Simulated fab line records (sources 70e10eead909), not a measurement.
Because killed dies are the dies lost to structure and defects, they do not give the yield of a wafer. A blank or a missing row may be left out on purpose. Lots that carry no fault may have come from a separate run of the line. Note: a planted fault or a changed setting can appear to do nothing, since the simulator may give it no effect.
The tool behind it: which one? ; flow nand-harc ; Sampling: 13 lots, 39 wafers, 5 of 1159 route steps

== WHAT THE GAUGES READ, wafer by wafer ==
NHARC_END_SORT_01. Usual: killed-at-array 25, standard deviation 7.8; killed-at-other 0.6, standard deviation 0.81; killed-at-periphery 3.3, standard deviation 2.2; killed-dies 29, standard deviation 8.2; killed-open 3.5, standard deviation 1.9; killed-short 1.8, standard deviation 1.3.
lot;measured;on;killed-at-array;killed-at-other;killed-at-periphery;killed-dies;killed-open;killed-short;flag
L959;day 19 14:13;prober-02;26 672 19;0 0 1;1 5 2;27 677 22;3 4 1;0 0 1;OFF

== TOOL THAT RAN EACH LOT (tool first, then ch and the chambers of the sampled wafers, then the start) ==
lot;NHARC_A_SGD_CUT_DEP_00;NHARC_THIN_TSV_DEP_47;NHARC_THIN_TSV_CMP_21;NHARC_THIN_TSV_DESCUM_35
L954;pecvd-03 ch 0,1,2, day 13 03:29;pecvd-03 ch 0,2, day 18 10:37;cmp-04 ch 0,2,3, day 18 13:06;rie-diel-01 ch 0,1,3, day 18 14:52
L956;pecvd-04 ch 1,2, day 14 06:19;pecvd-02 ch 0,1,2, day 19 01:17;cmp-04 ch 1,2, day 19 03:47;rie-diel-02 ch 0,1,2, day 19 05:25
L955;pecvd-04 ch 1,2, day 14 06:40;pecvd-01 ch 0,2, day 19 02:32;cmp-02 ch 1,2,3, day 19 05:02;rie-diel-02 ch 0,1,3, day 19 06:41
L959;pecvd-04 ch 0,1,2, day 14 15:09;pecvd-02 ch 1,2, day 19 03:44;cmp-04 ch 1,2, day 19 06:20;rie-diel-02 ch 0,3, day 19 07:57
L967;pecvd-01 ch 0,1, day 16 15:34;pecvd-01 ch 0,1, day 21 09:51;cmp-04 ch 1,2, day 21 12:23;rie-diel-02 ch 0,1,2, day 21 14:09
L969;pecvd-03 ch 0,1,2, day 17 11:53;pecvd-03 ch 1,2, day 22 16:52;cmp-04 ch 0,1,2, day 22 19:58;rie-diel-01 ch 0,3, day 22 21:34
L968;pecvd-03 ch 0,1,2, day 17 12:28;pecvd-03 ch 0,1,2, day 22 14:19;cmp-04 ch 1,2, day 22 16:50;rie-diel-01 ch 1,3, day 22 18:31
L971;pecvd-01 ch 1,2, day 17 17:40;pecvd-03 ch 0,1, day 22 23:34;cmp-03 ch 0,1, day 23 02:03;rie-diel-11 ch 2,3, day 23 03:42
L970;pecvd-01 ch 0,1, day 17 21:49;pecvd-01 ch 0,1,2, day 23 00:33;cmp-04 ch 0,1, day 23 03:01;rie-diel-01 ch 1,3, day 23 04:39
L973;pecvd-01 ch 1,2, day 18 23:24;pecvd-01 ch 0,2, day 24 01:40;cmp-04 ch 1,2, day 24 04:10;rie-diel-01 ch 0,1,2, day 24 05:55
L975;pecvd-01 ch 1,2, day 18 23:53;pecvd-01 ch 0,1, day 23 14:58;cmp-02 ch 0,2, day 23 18:35;rie-diel-02 ch 2,3, day 23 20:13
L976;pecvd-01 ch 0,1,2, day 19 06:05;pecvd-02 ch 1,2, day 24 10:47;cmp-02 ch 0,2,3, day 24 13:15;rie-diel-11 ch 0,3, day 24 15:02
L977;pecvd-04 ch 0,2, day 19 11:50;pecvd-02 ch 0,1,2, day 24 09:42;cmp-03 ch 2,3, day 24 12:11;rie-diel-01 ch 1,2,3, day 24 13:50
- NHARC_A_SGD_CUT_DEP_00: deposits SiNx, target thk 50 nm.
- NHARC_THIN_TSV_DEP_47: deposits SiO2, target thk 200 nm.
- NHARC_THIN_TSV_CMP_21: polishes, t overpolish 30 s, target thk 2000 nm.
- NHARC_THIN_TSV_DESCUM_35: chemistry O2, time 3 s.

== AS READ BY THE TOOLS THEMSELVES (means over the sampled wafers that have a number; for cases with no such wafer, the mark the record gives instead) ==
NHARC_A_SGD_CUT_DEP_00. Usual: heater-power-w at 650 W, with a standard deviation of 120.
lot;tool;heater-power-w (W);flag
L954;pecvd-03;666;
L956;pecvd-04;692;
L955;pecvd-04;816;
L959;pecvd-04;757;
L967;pecvd-01;711;
L969;pecvd-03;683;
L968;pecvd-03;661;
L971;pecvd-01;644;
L970;pecvd-01;681;
L973;pecvd-01;602;
L975;pecvd-01;588;
L976;pecvd-01;651;
L977;pecvd-04;677;

NHARC_THIN_TSV_DEP_47. Usual: throttle-valve-pct at 16.1 %, with a standard deviation of 0.43.
lot;tool;throttle-valve-pct (%);flag
L954;pecvd-03;16.4;
L956;pecvd-02;16.1;
L955;pecvd-01;15.9;
L959;pecvd-02;16.3;
L967;pecvd-01;16.3;
L969;pecvd-03;16.2;
L968;pecvd-03;16.3;
L971;pecvd-03;16.1;
L970;pecvd-01;16.1;
L973;pecvd-01;15.7;
L975;pecvd-01;16.5;
L976;pecvd-02;16.3;
L977;pecvd-02;16.1;

NHARC_THIN_TSV_CMP_21. Usual: motor-current-A 12.2 A, standard deviation 0.73; overpolish-run-s 29.999 s, standard deviation 0.0082.
lot;tool;motor-current-A (A);overpolish-run-s (s);flag
L954;cmp-04;11.7;30.000;
L956;cmp-04;11.9;29.998;
L955;cmp-02;12.6;29.998;
L959;cmp-04;12.1;30.003;
L967;cmp-04;11.7;29.992;
L969;cmp-04;11.9;30.003;
L968;cmp-04;11.7;30.007;
L971;cmp-03;12.0;29.998;
L970;cmp-04;12.5;29.996;
L973;cmp-04;11.8;30.009;
L975;cmp-02;12.3;30.007;
L976;cmp-02;12.5;29.998;
L977;cmp-03;12.7;30.000;

NHARC_THIN_TSV_DESCUM_35. Usual: drypump-motor-current-A 5.8 A, standard deviation 0.53; oes-product-au 1.000 a.u., standard deviation 0.015; rf-vpp-V 57.9 V, standard deviation 0.87; showerhead-plenum-p-Torr 1.95 Torr, standard deviation 0.067; throttle-valve-pct 11.312 %, standard deviation 0.0093.
lot;tool;drypump-motor-current-A (A);oes-product-au (a.u.);rf-vpp-V (V);showerhead-plenum-p-Torr (Torr);throttle-valve-pct (%);flag
L954;rie-diel-01;5.9;0.990;58.4;1.95;11.308;
L956;rie-diel-02;5.7;0.999;57.2;1.91;11.313;
L955;rie-diel-02;5.5;1.007;57.7;1.94;11.313;
L959;rie-diel-02;5.7;1.002;57.4;1.93;11.311;
L967;rie-diel-02;5.7;0.998;57.7;1.91;11.313;
L969;rie-diel-01;5.8;0.990;57.4;1.93;11.319;
L968;rie-diel-01;5.7;0.995;57.1;1.92;11.314;
L971;rie-diel-11;6.5;1.002;58.3;1.95;11.308;
L970;rie-diel-01;5.7;0.999;57.3;1.92;11.320;
L973;rie-diel-01;6.3;0.999;58.4;1.98;11.310;
L975;rie-diel-02;6.0;0.983;57.5;1.98;11.310;
L976;rie-diel-11;5.5;0.991;58.0;2.01;11.308;
L977;rie-diel-01;6.1;1.007;59.2;1.94;11.309;

== THE ANSWER, worked out from the rows above alone ==
Rule: a lot is off if the mean of its wafers that have a number lies more than 3 standard deviations from the usual mean. Also off: a lot with no number at a reading for which 4 or more lots have one. All remaining lots with rows at the step are treated as sound. After the gauges, taken in route order, come the tools' own readings; for these a lot's mean is taken, as printed above. At the first step where some lot is off, the reading lying furthest off is the one used; lots without a number count as furthest.
Off: L959, at NHARC_END_SORT_01 (killed-at-array). Neither off nor sound, because the step has no rows for them: L954, L956, L955, L967, L969, L968, L971, L970, L973, L975, L976, L977.
If a tool, at a process step before that reading, ran all the lots that are off and no sound lot after the first of them, it fits. Those tools and the gauges at NHARC_END_SORT_01 are tried in the same way. Can't be told from this: 5 tools fit, pecvd-04 at NHARC_A_SGD_CUT_DEP_00, pecvd-02 at NHARC_THIN_TSV_DEP_47, cmp-04 at NHARC_THIN_TSV_CMP_21, rie-diel-02 at NHARC_THIN_TSV_DESCUM_35, prober-02 at NHARC_END_SORT_01.

== WHAT HAD BEEN PUT IN BY THE SIMULATOR ==
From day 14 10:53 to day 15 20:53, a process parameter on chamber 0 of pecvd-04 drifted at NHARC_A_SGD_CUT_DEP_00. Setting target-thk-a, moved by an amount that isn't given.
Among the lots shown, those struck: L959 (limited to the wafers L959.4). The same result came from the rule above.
